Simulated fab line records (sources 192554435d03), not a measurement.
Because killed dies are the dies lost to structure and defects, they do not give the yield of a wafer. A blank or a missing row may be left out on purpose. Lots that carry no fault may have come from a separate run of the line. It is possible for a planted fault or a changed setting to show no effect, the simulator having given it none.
Split-lot study -- flow n5_finfet -- 7 lots, 21 wafers read, on a route of 1938 steps

## ON THE SPLIT
At N5_FIN_SAQP_PEB_14 (peb time 60 s), the setting peb_time_s was moved away from the recipe's 60 s on 5 of the 21 wafers read, by -21.7% to +13.3%. The other wafers ran this setting at the recipe's value.

## FROM SPLIT TO READING: 1 step shown by the file between the two
- N5_FIN_SAQP_DEVELOP_15: develop time 30 s

## THE READING
cd_nm (nm) at N5_FIN_SAQP_CD_MEAS_16, where the cd target is 35.6 nm. On this fab line, fault-free wafers typically give 35.50 nm with a standard deviation of 0.29 nm.

wafer,"tool, chamber at the split","peb_time_s as run, s",against the recipe,"cd_nm, nm",against lot-mates on the recipe
L075.1,"litho_track-05, 0",60,recipe,35.55,-
L075.2,"litho_track-05, 0",60,recipe,35.67,-
L075.4,"litho_track-05, 0",60,recipe,35.20,-
L076.1,"litho_track-03, 0",46.99,-21.7%,39.60,+4.21
L076.2,"litho_track-03, 0",60,recipe,35.46,-
L076.5,"litho_track-03, 0",60,recipe,35.32,-
L079.3,"litho_track-05, 0",67.95,+13.3%,33.54,-1.39
L079.4,"litho_track-05, 0",67.95,+13.3%,33.56,-1.37
L079.5,"litho_track-05, 0",60,recipe,34.93,-
L080.2,"litho_track-03, 0",51.76,-13.7%,37.22,+2.13
L080.3,"litho_track-03, 0",60,recipe,35.24,-
L080.5,"litho_track-03, 0",60,recipe,34.93,-
L089.2,"litho_track-05, 0",60,recipe,35.60,-
L089.3,"litho_track-05, 0",60,recipe,35.22,-
L089.6,"litho_track-05, 0",60,recipe,35.75,-
L092.1,"litho_track-04, 0",60,recipe,35.44,-
L092.3,"litho_track-04, 0",60,recipe,35.28,-
L092.4,"litho_track-04, 0",60,recipe,35.69,-
L097.2,"litho_track-04, 0",60,recipe,35.37,-
L097.5,"litho_track-04, 0",50.28,-16.2%,38.07,+2.49
L097.6,"litho_track-04, 0",60,recipe,35.80,-

THE FIT
A straight line over all 21 wafers: cd_nm changes by -0.163 nm for each +1% of peb_time_s; r = -0.97; the points scatter about the line by 0.31 nm.
The same after taking each lot's own level away (the mean of its wafers on the recipe; 21 wafers): -0.153 nm for each +1%; r = -0.97; scatter 0.32 nm.
According to that fit, moving peb_time_s by its largest amount changes the reading by 3.3 nm.
From 34.930 to 35.585 nm: that is the span of the lots' own levels, equal to 2.3 times the standard deviation above.
Hence the lot-to-lot level has little effect on the slope; both slopes agree.
Check: +2.93 nm against its lot-mates is what the line predicts for one of the wafers moved furthest among these (-21.7%) when that wafer is left out of the fit. Against them it came out at +4.21 nm.

## OTHER SPLITS APPLIED TO THESE WAFERS
These wafers also went through other splits before the reading. Each is held against what the fit with the lots' levels taken away leaves over:
other split on the same wafers,wafers away from the commonest value,r with cd_nm (lot level and that fit taken away)
N5_ZERO_LAYER_PECVD_02 time_s,8,-0.08
N5_WELL_APT_COAT_02 spin_rpm,5,+0.10

## THE FILE'S OWN FIT
cd_nm changes by -0.163 nm for each +1% of peb_time_s, r = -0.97.
